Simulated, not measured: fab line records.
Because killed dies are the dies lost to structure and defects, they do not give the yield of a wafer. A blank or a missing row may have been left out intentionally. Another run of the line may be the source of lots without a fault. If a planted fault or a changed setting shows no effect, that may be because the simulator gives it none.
fab line records    flow n5-finfet
[record] lots = 7  wafers = 21  last-day = 17
route steps=1938 shown BEOL_M6@1221 PASSIVATION@1936
lots that met no fault: from a run of the same line without faults
start-h: hours from the record's opening day to when the first of the lot's shown wafers began    wait-h: how many hours have passed since the lot's step before this one    " same as the row above    L1.1+2: one row covering several wafers at once    - value missing, or start not given    * or withheld: withheld    < > ~ a bound
route shown NAME@n: names a module that has steps shown in the file, with the first one's number in the route    usual: mean/standard deviation taken from wafers without a fault    same: alike in all rows    chamber/n: place in a boat    sites: readings site by site    _std_site: standard deviation of those values    _edge_site: the outer-site mean with the inner-site mean subtracted    radius-mm: for every site, how far away it sits from the centre of the wafer    mask NAME#n: copy n    behind: the last tool/chamber to shape the wafer    hold: the reason the lot was held/the length of the hold in hours/how it ended    device: whichever transistor did not switch (one of n, p or np)    end of line: at the end of the route, the tests of the same wafers    a step without rows: its recipe alone    killed: at the first sort, the dies lost to defects and structure; wafer yield is something else    map: the dies of a wafer, with x for killed, . for not killed, _ for no die there
set.NAME: the setting that was run; set.NAME@STEP: the one run at that earlier step    model.NAME: the simulator's own value behind a step, which no gauge read
lots at selected steps of the route; one table per step, one row per wafer
services: from which hour (start-h, from the record's first day; less than 0 if before it) a tool's chamber was out of use, for how many hours, and why
[[steps]]
[step N5_BEOL_M6_COAT_22]
[recipe] resist = CAR-EUV  spin-rpm = 1500  resist-thk-nm = 30
[step N5_BEOL_M6_EBR_24]
[recipe] solvent = PGMEA  ebr-width-mm = 1.5
[step N5_BEOL_M6_SOFTBAKE_23]
[recipe] temp-c = 110  time-s = 60  resist = CAR-EUV
[step N5_BEOL_M6_EXPOSE_25]
[recipe] mask-id = V5  na = 0.33  source-shape = annular  sigma-inner = 0.4  sigma-outer = 0.8  polarization = unpolarized  target-cd-nm = 40  dose-mj = 45
[step N5_BEOL_M6_PEB_26]
[recipe] peb-temp-c = 100  peb-time-s = 60  resist = CAR-EUV
[step N5_BEOL_M6_DEVELOP_27]
[recipe] develop-time-s = 30  developer = TMAH  resist = CAR-EUV  rinse-liquid = surfactant-rinse  dry = air-spin  dev-temp-c = 23
[step N5_BEOL_M6_CD_MEAS_28]
[recipe] target-cd-nm = 40  landing-energy-ev = 500  detector = se-inlens
[usual] cd-nm = 40.03/0.21
lot.wafer  tool       chamber  start-h  wait-h  cd-nm
L327.1     cd-sem-01  0        202.41   -       39.90
L327.3     "          0        "        "       40.34
L327.4     "          0        "        "       40.44
L328.3     cd-sem-01  0        212.00   -       40.06
L328.4     "          0        "        "       39.94
L328.5     "          0        "        "       39.96
L333.1     cd-sem-02  0        218.25   -       40.32
L333.2     "          0        "        "       40.12
L333.6     "          0        "        "       40.05
L334.3     cd-sem-02  0        242.61   -       39.77
L334.4     "          0        "        "       40.14
L334.6     "          0        "        "       39.88
L343.4     cd-sem-03  0        279.64   -       39.92
L343.5     "          0        "        "       39.82
L343.6     "          0        "        "       40.28
L348.1     cd-sem-01  0        314.24   -       39.88
L348.2     "          0        "        "       40.20
L348.3     "          0        "        "       39.65
L349.1     cd-sem-03  0        329.45   -       39.72
L349.4     "          0        "        "       39.67
L349.6     "          0        "        "       39.56
[step N5_BEOL_M6_OVL_MEAS_29]
[recipe] points-per-wafer = 522
[usual] V5_OVL = -0.1/0.62
lot.wafer  tool        chamber  start-h  wait-h  V5_OVL[nm]
L327.1     overlay-01  0        202.44   0.0     -0.2
L327.3     "           0        "        "       0.9
L327.4     "           0        "        "       0.3
L328.3     overlay-02  0        212.04   0.0     -0.9
L328.4     "           0        "        "       0.2
L328.5     "           0        "        "       -0.1
L333.1     overlay-01  0        218.28   0.0     0.2
L333.2     "           0        "        "       0.6
L333.6     "           0        "        "       0.1
L334.3     overlay-02  0        242.65   0.0     1.0
L334.4     "           0        "        "       1.2
L334.6     "           0        "        "       1.0
L343.4     overlay-02  0        279.69   0.0     -0.7
L343.5     "           0        "        "       -0.4
L343.6     "           0        "        "       -0.2
L348.1     overlay-01  0        314.28   0.0     0.1
L348.2     "           0        "        "       -0.6
L348.3     "           0        "        "       -0.1
L349.1     overlay-01  0        329.49   0.0     0.0
L349.4     "           0        "        "       -0.6
L349.6     "           0        "        "       -0.8
[step N5_BEOL_M6_INSPECT_30]
[recipe] mode = adi  inspect-instrument = brightfield
[usual] raw-defect-count = 444/110
lot.wafer  tool               chamber  start-h  wait-h  raw-defect-count
L327.1     defect-inspect-01  -        202.50   0.1     297
L327.3     "                  -        "        "       507
L327.4     "                  -        "        "       352
L328.3     defect-inspect-01  -        212.09   0.0     310
L328.4     "                  -        "        "       280
L328.5     "                  -        "        "       229
L333.1     defect-inspect-02  -        218.34   0.1     489
L333.2     "                  -        "        "       387
L333.6     "                  -        "        "       590
L334.3     defect-inspect-02  -        242.70   0.0     399
L334.4     "                  -        "        "       406
L334.6     "                  -        "        "       452
L343.4     defect-inspect-02  -        279.73   0.0     392
L343.5     "                  -        "        "       530
L343.6     "                  -        "        "       513
L348.1     defect-inspect-02  -        314.34   0.1     342
L348.2     "                  -        "        "       408
L348.3     "                  -        "        "       370
L349.1     defect-inspect-02  -        329.54   0.1     380
L349.4     "                  -        "        "       550
L349.6     "                  -        "        "       457
[step N5_BEOL_M6_DESCUM_33]
[recipe] chemistry = O2  time-s = 7  source-power-w = 50  bias-power-w = 20  pressure-mtorr = 20  rf-frequency-hz = 2.712e+07  temp-c = 40  resist = CAR-EUV  o2-flow-sccm = 225
[usual] drypump-motor-current-A = 5.8/0.59  o2-flow-sccm = 225.0/0.66  oes-product-au = 0.78/0.091  rf-fwd-power-W = 49.32/0.24  rf-vpp-V = 242.8/1.4  showerhead-plenum-p-Torr = 2.07/0.074  throttle-valve-pct = 20.45/0.23
lot.wafer  tool         chamber  start-h  wait-h  drypump-motor-current-A  o2-flow-sccm  oes-product-au  rf-fwd-power-W  rf-hours-counter-h  rf-vpp-V  showerhead-plenum-p-Torr  throttle-valve-pct
L327.1     rie-diel-05  0        202.54   0.0     5.3                      224.5         0.66            49.49           233                 244.3     2.16                      20.57
L327.3     "            1        "        "       6.0                      223.9         0.82            48.81           75                  242.7     2.05                      20.59
L327.4     "            3        "        "       6.7                      225.3         0.71            49.12           213                 242.1     1.97                      20.58
L328.3     rie-diel-05  0        213.09   1.0     5.2                      224.7         0.66            49.38           235                 243.7     2.16                      20.56
L328.4     "            2        "        "       5.6                      224.4         0.77            50.01           149                 243.2     2.10                      20.47
L328.5     "            0        "        "       5.3                      224.6         0.66            49.50           -                   244.4     2.16                      20.57
L333.1     rie-diel-05  3        218.95   0.6     6.8                      225.8         0.72            49.35           218                 242.1     1.97                      20.57
L333.2     "            1        "        "       5.9                      226.3         0.81            49.01           80                  243.6     2.04                      20.60
L333.6     "            0        "        "       5.2                      224.5         0.66            49.84           -                   245.3     2.16                      20.59
L334.3     rie-diel-05  0        242.73   0.0     5.3                      225.7         0.65            49.35           248                 244.1     2.16                      20.59
L334.4     "            0        "        "       5.2                      225.5         0.65            49.32           -                   244.3     2.16                      20.58
L334.6     "            1        "        "       5.9                      226.1         0.80            49.19           -                   243.2     2.04                      20.61
L343.4     rie-diel-01  0        280.22   0.5     6.2                      223.9         0.89            49.25           41                  245.5     2.22                      19.97
L343.5     "            2        "        "       6.7                      225.0         0.73            49.44           -                   242.1     2.09                      20.53
L343.6     "            3        "        "       5.9                      225.3         0.93            49.66           -                   243.1     2.12                      20.01
L348.1     rie-diel-06  3        314.40   0.1     4.8                      224.6         0.72            49.67           186                 240.8     1.99                      20.37
L348.2     "            1        "        "       5.8                      224.8         0.88            49.40           38                  243.8     2.14                      20.22
L348.3     "            0        "        "       6.4                      225.1         0.70            49.24           207                 240.8     2.00                      20.76
L349.1     rie-diel-05  2        329.85   0.3     5.6                      224.2         0.75            49.94           174                 242.6     2.09                      20.51
L349.4     "            1        "        "       6.0                      224.7         0.78            49.09           -                   242.2     2.03                      20.66
L349.6     "            0        "        "       5.3                      225.0         0.93            49.46           -                   244.8     2.15                      20.22
[step N5_BEOL_M6_ETCH_72]
[recipe] chemistry = N2/H2  target = underlayer  target-depth-a = 65  mask-material = CAR-EUV  time-s = 5.2  ion-energy-ev = 200  pressure-mtorr = 30  source-w = 840  bias-w = 150  n2-flow-sccm = 200  h2-flow-sccm = 200  ends = cleared
[usual] bias-w = 150.0/0.45  drypump-motor-current-A = 5.8/0.59  etch-rf-on-time-s = 5.22/0.13  oes-product-au = 0.66/0.076  rf-fwd-power-W = 819.1/2.6  rf-vpp-V = 523.1/2.7  showerhead-plenum-p-Torr = 2.52/0.088  throttle-valve-pct = 17.90/0.2
lot.wafer  tool         chamber  start-h  wait-h  bias-w  drypump-motor-current-A  etch-rf-on-time-s  oes-product-au  rf-fwd-power-W  rf-hours-counter-h  rf-vpp-V  showerhead-plenum-p-Torr  throttle-valve-pct
L327.1     rie-diel-05  0        202.57   0.0     149.7   5.3                      5.43               0.56            818.7           233                 526.6     2.63                      18.03
L327.3     "            1        "        "       149.4   5.9                      5.09               0.70            817.3           75                  524.0     2.48                      18.06
L327.4     "            3        "        "       149.6   6.7                      5.28               0.60            814.6           213                 520.3     2.41                      18.08
L328.3     rie-diel-05  0        213.12   0.0     150.0   5.3                      5.39               0.57            822.3           235                 524.1     2.63                      18.05
L328.4     "            2        "        "       150.6   5.6                      5.15               0.65            820.9           149                 522.4     2.53                      17.74
L328.5     "            0        "        "       150.4   5.3                      5.38               0.56            818.8           -                   524.7     2.63                      18.02
L333.1     rie-diel-05  3        218.99   0.0     150.0   6.7                      5.28               0.60            820.1           218                 520.0     2.40                      18.09
L333.2     "            1        "        "       149.6   6.0                      5.12               0.70            819.9           80                  523.0     2.48                      18.05
L333.6     "            0        "        "       149.8   5.3                      5.50               0.56            815.7           -                   527.0     2.62                      18.02
L334.3     rie-diel-05  0        242.76   0.0     149.6   5.3                      5.39               0.56            818.3           248                 525.3     2.62                      18.05
L334.4     "            0        "        "       149.9   5.3                      5.39               0.56            818.4           -                   525.7     2.62                      18.04
L334.6     "            1        "        "       149.8   5.9                      5.05               0.70            825.0           -                   522.0     2.48                      18.09
L343.4     rie-diel-01  0        280.26   0.0     150.7   6.2                      5.11               0.77            822.8           41                  527.6     2.71                      17.62
L343.5     "            2        "        "       150.0   6.7                      5.22               0.62            816.4           -                   525.9     2.53                      17.87
L343.6     "            3        "        "       150.3   6.0                      5.09               0.80            818.1           -                   528.0     2.59                      17.46
L348.1     rie-diel-06  3        314.44   0.0     149.1   4.8                      5.17               0.62            820.5           186                 520.2     2.44                      17.94
L348.2     "            1        "        "       150.0   5.8                      5.29               0.74            815.3           38                  526.1     2.60                      17.68
L348.3     "            0        "        "       149.4   6.5                      5.38               0.59            823.1           207                 519.3     2.42                      18.08
L349.1     rie-diel-05  2        329.88   0.0     150.5   5.6                      5.21               0.65            823.0           174                 523.8     2.52                      17.79
L349.4     "            1        "        "       149.8   6.0                      5.07               0.67            814.4           -                   521.3     2.46                      18.12
L349.6     "            0        "        "       150.2   5.2                      5.03               0.79            824.3           -                   525.6     2.61                      17.65
[step N5_BEOL_M6_ETCH_65]
[recipe] chemistry = CF4  target = SiARC  target-depth-a = 156  mask-material = CAR-EUV  time-s = 26  ion-energy-ev = 80  pressure-mtorr = 40  source-w = 545  bias-w = 36  Ar_flow_sccm = 100  cf4-flow-sccm = 100  ends = cleared
[usual] bias-w = 35.99/0.1  drypump-motor-current-A = 5.8/0.58  etch-rf-on-time-s = 26.0/0.66  oes-product-au = 0.66/0.075  rf-fwd-power-W = 532.0/2.2  rf-vpp-V = 183.6/1.2  showerhead-plenum-p-Torr = 2.11/0.067  throttle-valve-pct = 15.60/0.24
lot.wafer  tool         chamber  start-h  wait-h  bias-w  drypump-motor-current-A  etch-rf-on-time-s  oes-product-au  rf-fwd-power-W  rf-hours-counter-h  rf-vpp-V  showerhead-plenum-p-Torr  throttle-valve-pct
L327.1     rie-diel-05  0        202.59   0.0     36.18   5.3                      27.3               0.56            530.6           233                 184.1     2.19                      15.74
L327.3     "            1        "        "       35.99   6.0                      25.1               0.72            532.3           75                  182.8     2.08                      15.61
L327.4     "            3        "        "       35.80   6.7                      26.6               0.61            531.3           213                 182.5     2.04                      15.81
L328.3     rie-diel-05  0        213.14   0.0     35.97   5.3                      27.5               0.57            529.9           235                 185.2     2.19                      15.73
L328.4     "            2        "        "       36.02   5.6                      26.7               0.64            537.3           149                 184.5     2.15                      15.62
L328.5     "            0        "        "       35.86   5.3                      27.7               0.56            530.9           -                   183.0     2.19                      15.74
L333.1     rie-diel-05  3        219.01   0.0     36.00   6.7                      26.2               0.61            532.5           218                 182.3     2.03                      15.84
L333.2     "            1        "        "       35.98   6.0                      25.2               0.70            530.1           80                  183.9     2.08                      15.64
L333.6     "            0        "        "       36.01   5.3                      27.3               0.55            527.2           -                   183.7     2.19                      15.75
L334.3     rie-diel-05  0        242.78   0.0     36.04   5.3                      26.9               0.56            533.8           248                 183.8     2.19                      15.76
L334.4     "            0        "        "       36.17   5.3                      27.0               0.56            530.6           -                   184.9     2.19                      15.77
L334.6     "            1        "        "       35.92   5.9                      25.1               0.70            530.3           -                   182.6     2.08                      15.66
L343.4     rie-diel-01  0        280.27   0.0     35.97   6.2                      25.3               0.77            529.2           41                  185.9     2.26                      15.15
L343.5     "            2        "        "       35.97   6.7                      26.3               0.62            531.9           -                   185.1     2.13                      15.66
L343.6     "            3        "        "       36.27   5.9                      25.1               0.79            532.0           -                   184.4     2.18                      15.26
L348.1     rie-diel-06  3        314.46   0.0     36.15   4.8                      25.7               0.62            532.6           186                 183.5     2.04                      15.59
L348.2     "            1        "        "       36.01   5.8                      26.6               0.73            533.2           38                  184.5     2.17                      15.26
L348.3     "            0        "        "       36.01   6.5                      26.5               0.59            531.3           207                 183.4     2.04                      15.89
L349.1     rie-diel-05  2        329.90   0.0     36.00   5.6                      26.2               0.64            534.8           174                 185.1     2.14                      15.68
L349.4     "            1        "        "       36.07   6.0                      25.2               0.68            530.0           -                   183.7     2.07                      15.69
L349.6     "            0        "        "       36.07   5.2                      25.0               0.80            530.2           -                   183.4     2.18                      15.31
[step N5_BEOL_M6_ETCH_66]
[recipe] chemistry = N2/H2  target = SOC  target-depth-a = 800  overetch-a = 160  mask-material = SiARC  temp-c = 40  time-s = 120  ion-energy-ev = 200  pressure-mtorr = 30  source-w = 840  bias-w = 150  n2-flow-sccm = 200  h2-flow-sccm = 200
[usual] bias-w = 150.0/0.41  drypump-motor-current-A = 5.8/0.59  oes-product-au = 0.60/0.062  rf-fwd-power-W = 835.5/2.8  rf-vpp-V = 523.2/2.5  showerhead-plenum-p-Torr = 2.52/0.088  throttle-valve-pct = 17.86/0.2
lot.wafer  tool         chamber  start-h  wait-h  bias-w  drypump-motor-current-A  oes-product-au  rf-fwd-power-W  rf-hours-counter-h  rf-vpp-V  showerhead-plenum-p-Torr  throttle-valve-pct  model.SiARC_of_BEOL_M6_COAT_64.thk-nm
L327.1     rie-diel-05  0        202.62   0.0     150.2   5.3                      0.52            835.7           233                 527.7     2.63                      18.02               6.6
L327.3     "            1        "        "       150.4   6.0                      0.63            834.5           75                  521.1     2.48                      18.00               6.2
L327.4     "            3        "        "       149.7   6.7                      0.55            833.4           213                 520.0     2.41                      18.05               6.6
L328.3     rie-diel-05  0        213.17   0.0     125.2   5.2                      0.52            834.3           235                 469.8     2.63                      18.00               7.8
L328.4     "            2        "        "       125.1   5.6                      0.59            836.3           149                 468.2     2.53                      17.72               7.6
L328.5     "            0        "        "       125.4   5.3                      0.52            834.1           -                   470.7     2.63                      17.99               7.8
L333.1     rie-diel-05  3        219.03   0.0     125.8   6.7                      0.55            833.0           218                 463.9     2.40                      18.04               7.8
L333.2     "            1        "        "       126.1   6.0                      0.63            832.8           80                  465.5     2.48                      18.01               7.4
L333.6     "            0        "        "       125.3   5.3                      0.52            839.0           -                   470.9     2.62                      18.01               7.8
L334.3     rie-diel-05  0        242.81   0.0     125.3   5.3                      0.51            837.8           248                 470.1     2.62                      18.02               7.6
L334.4     "            0        "        "       126.4   5.3                      0.51            834.7           -                   470.0     2.62                      18.04               7.8
L334.6     "            1        "        "       125.5   5.9                      0.62            832.8           -                   466.2     2.48                      18.03               7.4
L343.4     rie-diel-01  0        280.30   0.0     150.5   6.2                      0.69            833.0           41                  529.2     2.71                      17.57               6.4
L343.5     "            2        "        "       149.4   6.7                      0.55            835.3           -                   523.7     2.53                      17.85               6.6
L343.6     "            3        "        "       150.6   5.9                      0.70            838.3           -                   524.2     2.59                      17.42               6.4
L348.1     rie-diel-06  3        314.48   0.0     150.7   4.8                      0.56            837.5           186                 520.1     2.44                      17.92               6.4
L348.2     "            1        "        "       150.1   5.8                      0.67            836.1           38                  525.3     2.60                      17.63               6.6
L348.3     "            0        "        "       150.4   6.4                      0.54            831.4           207                 520.2     2.42                      18.05               6.8
L349.1     rie-diel-05  2        329.93   0.0     150.1   5.6                      0.57            838.0           174                 523.6     2.52                      17.75               6.4
L349.4     "            1        "        "       149.6   6.0                      0.60            830.6           -                   521.6     2.46                      18.08               6.2
L349.6     "            0        "        "       150.1   5.3                      0.69            835.6           -                   525.4     2.61                      17.58               6.2
[step N5_BEOL_M6_STRIP_69]
[recipe] chemistry = N2/H2  temp-c = 40  n2-flow-sccm = 200  h2-flow-sccm = 200  rf-frequency-hz = 6e+07
[step N5_PASSIVATION_PROBE_49]
[usual] defect-limited-yield = 91.4/1.4  killed_at_M0_to_M3 = 33/11  killed_at_M4_up = 13/5.3  killed-at-contacts = 13/6.1  killed-at-front-end = 40/11  killed-at-other = 2.9/2.7  killed-dies = 102/17  killed-open = 68/13  killed-short = 32/7.5  sort_bin_5_function = 5.1/0.98  sort_bin_6_memory = 3.2/0.69  sort_bin_8_speed = 0.1/1.1  sort-n-pass = 1077/21  sort-yield-pct = 91.3/1.7
[same] gross-dies = 1180  killed-at-back-side = 0  sort_bin_4_leakage[%] = 0
lot.wafer  tool       chamber  start-h  wait-h  defect-limited-yield[%]  killed_at_M0_to_M3  killed_at_M4_up  killed-at-contacts  killed-at-front-end  killed-at-other  killed-dies  killed-open  killed-short  sort_bin_5_function[%]  sort_bin_6_memory[%]  sort_bin_8_speed[%]  sort-n-pass  sort-yield-pct[%]
L327.1     prober-01  -        296.79   0.0     92.5                     32                  12               9                   33                   2                88           49           38            4.4                     2.9                   0                    1092         92.5
L327.3     prober-01  -        296.89   0.1     91.3                     33                  6                14                  49                   1                103          64           35            5.2                     3.0                   0                    1077         91.3
L327.4     prober-01  -        296.94   0.2     91.9                     29                  14               15                  37                   1                96           65           30            5.5                     2.3                   0                    1084         91.9
L328.3     prober-02  -        309.17   0.1     91.4                     37                  18               6                   37                   4                102          71           29            5.0                     3.3                   0                    1078         91.4
L328.4     prober-02  -        309.22   0.2     92.9                     32                  8                10                  32                   2                84           59           23            3.8                     3.0                   0                    1096         92.9
L328.5     prober-02  -        309.27   0.2     90.7                     39                  25               8                   37                   1                110          84           25            5.3                     3.8                   0                    1070         90.7
L333.1     prober-02  -        320.44   0.0     90.6                     32                  26               17                  32                   4                111          86           25            5.9                     3.4                   0                    1069         90.6
L333.2     prober-02  -        320.49   0.1     91.6                     44                  15               18                  21                   1                99           61           37            5.6                     2.4                   0                    1081         91.6
L333.6     prober-02  -        320.69   0.3     92.8                     21                  18               16                  29                   1                85           56           28            4.4                     2.5                   0                    1095         92.8
L334.3     prober-02  -        340.63   0.1     91.4                     48                  7                4                   41                   1                101          61           37            5.7                     2.6                   0                    1079         91.4
L334.4     prober-02  -        340.68   0.2     88.6                     44                  17               19                  53                   2                135          86           47            7.0                     3.9                   0                    1045         88.6
L334.6     prober-02  -        340.78   0.3     89.7                     49                  21               12                  35                   5                122          75           45            6.3                     3.8                   0                    1058         89.7
L348.1     prober-02  -        411.20   0.0     91.9                     20                  9                10                  55                   1                95           58           34            4.2                     3.3                   0                    1085         91.9
L348.2     prober-02  -        411.25   0.1     91.4                     35                  8                13                  37                   8                101          63           37            5.3                     3.0                   0                    1079         91.4
L348.3     prober-02  -        411.30   0.1     91.9                     34                  15               13                  29                   4                95           61           34            4.6                     3.1                   0                    1085         91.9
L349.1     prober-02  -        419.58   0.0     91.0                     13                  24               9                   51                   9                106          76           29            5.6                     3.1                   0                    1074         91.0
L349.4     prober-02  -        419.73   0.2     91.1                     24                  21               11                  43                   6                105          62           40            4.7                     3.6                   0                    1075         91.1
L349.6     prober-02  -        419.83   0.3     90.9                     29                  22               9                   43                   4                107          76           29            5.8                     3.1                   0                    1073         90.9
// killed by level:class
L327.1 BEOL_M0_SAQP:geometric-particle:short=14 FIN_SAQP:geometric-particle:short=10 BEOL_M2:geometric-particle:open=10 MOL_CONTACT_COAG:geometric-particle:open=7 FIN_SAQP:geometric-particle:open=6 BEOL_M4:geometric-particle:open=5 DUMMY_GATE:geometric-particle:open=4 GATE_CUT:geometric-particle:short=4
L327.3 FIN_SAQP:geometric-particle:short=16 FIN_SAQP:geometric-particle:open=16 MOL_CONTACT_COAG:geometric-particle:open=13 BEOL_M3:geometric-particle:open=7 BEOL_M2:geometric-particle:open=5 BEOL_M3:geometric-particle:short=4 BEOL_M0_SAQP:geometric-particle:open=4 BEOL_M0:geometric-particle:open=4
L327.4 MOL_CONTACT_COAG:geometric-particle:open=13 FIN_SAQP:geometric-particle:open=10 FIN_SAQP:geometric-particle:short=8 BEOL_M2:geometric-particle:open=8 BEOL_M0_SAQP:geometric-particle:short=7 BEOL_M4:geometric-particle:open=5 GATE_CUT:geometric-particle:open=4 BEOL_M0_SAQP:geometric-particle:open=4
L328.3 DUMMY_GATE:geometric-particle:open=9 BEOL_M2:geometric-particle:open=9 BEOL_M4:geometric-particle:open=9 BEOL_M0_SAQP:geometric-particle:short=6 MOL_CONTACT_COAG:geometric-particle:open=6 BEOL_M1:geometric-particle:open=6 BEOL_M3:geometric-particle:open=6 STI_FIN_REVEAL:geometric-particle:open=5
L328.4 MOL_CONTACT_COAG:geometric-particle:open=9 BEOL_M1:geometric-particle:open=7 BEOL_M0_SAQP:geometric-particle:short=6 BEOL_M3:geometric-particle:open=6 GATE_CUT:geometric-particle:short=5 GATE_CUT:geometric-particle:open=5 BEOL_M4:geometric-particle:open=5 FIN_SAQP:geometric-particle:open=4
L328.5 BEOL_M4:geometric-particle:open=19 DUMMY_GATE:geometric-particle:open=13 BEOL_M1:geometric-particle:open=9 STI_FIN_REVEAL:geometric-particle:open=8 MOL_CONTACT_COAG:geometric-particle:open=8 BEOL_M0_SAQP:geometric-particle:short=7 STARTING-WAFER:geometric-particle:open=6 BEOL_M3:geometric-particle:open=5
L333.1 BEOL_M4:geometric-particle:open=18 BEOL_M0_SAQP:geometric-particle:open=13 MOL_CONTACT_COAG:geometric-particle:open=12 STI_FIN_REVEAL:geometric-particle:open=9 BEOL_M1:geometric-particle:open=7 BEOL_M3:geometric-particle:open=6 MOL_CONTACT_COAG:geometric-particle:short=5 FIN_SAQP:geometric-particle:open=4
L333.2 MOL_CONTACT_COAG:geometric-particle:open=16 BEOL_M0_SAQP:geometric-particle:short=12 GATE_CUT:geometric-particle:short=8 BEOL_M0_SAQP:geometric-particle:open=8 BEOL_M4:geometric-particle:open=7 BEOL_M3:geometric-particle:open=5 BEOL_M2:geometric-particle:open=5 BEOL_M5:geometric-particle:open=5
L333.6 MOL_CONTACT_COAG:geometric-particle:open=15 BEOL_M4:geometric-particle:short=7 BEOL_M1:geometric-particle:open=6 BEOL_M4:geometric-particle:open=6 GATE_CUT:geometric-particle:short=5 BEOL_M5:geometric-particle:open=5 FIN_SAQP:geometric-particle:short=4 STI_FIN_REVEAL:geometric-particle:open=4
L334.3 BEOL_M0_SAQP:geometric-particle:open=14 STI_FIN_REVEAL:geometric-particle:open=9 BEOL_M1:geometric-particle:open=8 BEOL_M3:geometric-particle:open=8 GATE_CUT:geometric-particle:short=7 BEOL_M0_SAQP:geometric-particle:short=7 FIN_SAQP:geometric-particle:open=6 FIN_SAQP:geometric-particle:short=6
L334.4 MOL_CONTACT_COAG:geometric-particle:open=15 BEOL_M2:geometric-particle:open=14 STI_FIN_REVEAL:geometric-particle:open=12 FIN_SAQP:geometric-particle:open=11 FIN_SAQP:geometric-particle:short=10 BEOL_M0_SAQP:geometric-particle:short=9 BEOL_M0_SAQP:geometric-particle:open=9 BEOL_M4:geometric-particle:open=7
L334.6 BEOL_M0_SAQP:geometric-particle:short=14 BEOL_M4:geometric-particle:open=12 BEOL_M2:geometric-particle:open=10 MOL_CONTACT_COAG:geometric-particle:open=9 BEOL_M0_SAQP:geometric-particle:open=9 FIN_SAQP:geometric-particle:open=7 FIN_SAQP:geometric-particle:short=6 BEOL_M2:geometric-particle:short=6
L348.1 FIN_SAQP:geometric-particle:open=16 FIN_SAQP:geometric-particle:short=11 MOL_CONTACT_COAG:geometric-particle:open=9 DUMMY_GATE:geometric-particle:open=8 BEOL_M1:geometric-particle:open=6 BEOL_M0_SAQP:geometric-particle:short=5 STI_FIN_REVEAL:geometric-particle:open=4 BEOL_M0_SAQP:geometric-particle:open=4
L348.2 BEOL_M1:geometric-particle:open=16 MOL_CONTACT_COAG:geometric-particle:open=12 FIN_SAQP:geometric-particle:short=11 FIN_SAQP:geometric-particle:open=8 STI_FIN_REVEAL:geometric-particle:open=7 STI_FIN_REVEAL:geometric-particle:short=5 PASS1_CAP:geometric-particle:short=5 BEOL_M1:geometric-particle:short=4
L348.3 BEOL_M1:geometric-particle:open=11 FIN_SAQP:geometric-particle:short=9 BEOL_M2:geometric-particle:open=9 MOL_CONTACT_COAG:geometric-particle:open=8 BEOL_M4:geometric-particle:open=7 FIN_SAQP:geometric-particle:open=6 BEOL_M0_SAQP:geometric-particle:open=6 MOL_CONTACT_COAG:geometric-particle:short=5
L349.1 STI_FIN_REVEAL:geometric-particle:open=15 BEOL_M4:geometric-particle:open=14 FIN_SAQP:geometric-particle:open=13 FIN_SAQP:geometric-particle:short=10 MOL_CONTACT_COAG:geometric-particle:open=7 STARTING-WAFER:geometric-particle:open=5 BEOL_M0:geometric-particle:open=4 BEOL_M3:geometric-particle:open=4
L349.4 FIN_SAQP:geometric-particle:open=10 FIN_SAQP:geometric-particle:short=10 GATE_CUT:geometric-particle:short=8 BEOL_M0_SAQP:geometric-particle:open=7 MOL_CONTACT_COAG:geometric-particle:short=6 BEOL_M0:geometric-particle:open=6 BEOL_M4:geometric-particle:open=6 MOL_CONTACT_COAG:geometric-particle:open=5
L349.6 FIN_SAQP:geometric-particle:open=12 FIN_SAQP:geometric-particle:short=10 BEOL_M4:geometric-particle:open=10 MOL_CONTACT_COAG:geometric-particle:open=8 BEOL_M1:geometric-particle:open=7 BEOL_M0:geometric-particle:open=6 GATE_CUT:geometric-particle:short=5 STI_FIN_REVEAL:geometric-particle:open=5
[[services]]
tool         chamber  start-h  hours  kind
rie-diel-01  3        183.44   7.2    repair
rie-diel-01  3        190.78   -      clean
rie-diel-01  3        190.78   -      consumable-replace:esc
rie-diel-06  1        199.25   14.5   repair
rie-diel-06  -        209.18   0.3    repair
rie-diel-06  -        210.01   4.8    repair
rie-diel-06  1        216.20   8.8    repair
rie-diel-06  2        216.94   4.0    repair
rie-diel-06  0        227.20   14.4   repair
rie-diel-05  -        236.83   0.2    repair
rie-diel-06  2        241.76   6.5    repair
rie-diel-01  1        255.42   3.4    repair
rie-diel-05  0        265.60   -      clean
rie-diel-05  0        265.60   -      consumable-replace:focus-ring
rie-diel-05  0        265.60   22.7   scheduled-down
rie-diel-05  0        265.60   22.7   vent-cycle
rie-diel-01  2        270.68   4.7    repair
rie-diel-05  -        273.86   14.6   pm
rie-diel-05  3        314.94   11.0   repair
rie-diel-05  3        326.15   -      clean
rie-diel-05  3        326.15   -      consumable-replace:focus-ring
rie-diel-05  3        326.15   -      consumable-replace:showerhead
rie-diel-05  3        326.15   16.1   scheduled-down
rie-diel-05  3        326.15   16.1   vent-cycle
[[key]]
[first-sign] step = N5_BEOL_M6_ETCH_66  reading = bias-w  direction = down  sigmas = 60  usual = *  struck = *
[effect] step = N5_BEOL_M6_ETCH_66  reading = rf-vpp-V  direction = down  sigmas = 22  usual = 523.2  struck = 468.4
[model-effect] step = N5_BEOL_M6_ETCH_66  value = SiARC_of_BEOL_M6_COAT_64.thk-nm  without = 6.556  struck = 7.667
met-at N5_BEOL_M6_ETCH_66
struck-wafers L328.3,L328.4,L328.5,L333.1,L333.2,L333.6,L334.3,L334.4,L334.6
onset-between 202.62 213.17
[fault] kind = process-parameter-drift  tool = rie-diel-05  chamber = -  onset-h = 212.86  steps = N5_BEOL_M6_ETCH_66  channel = bias-w  offset = *  shape = step  end-h = 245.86  acts-in = *  stated = *
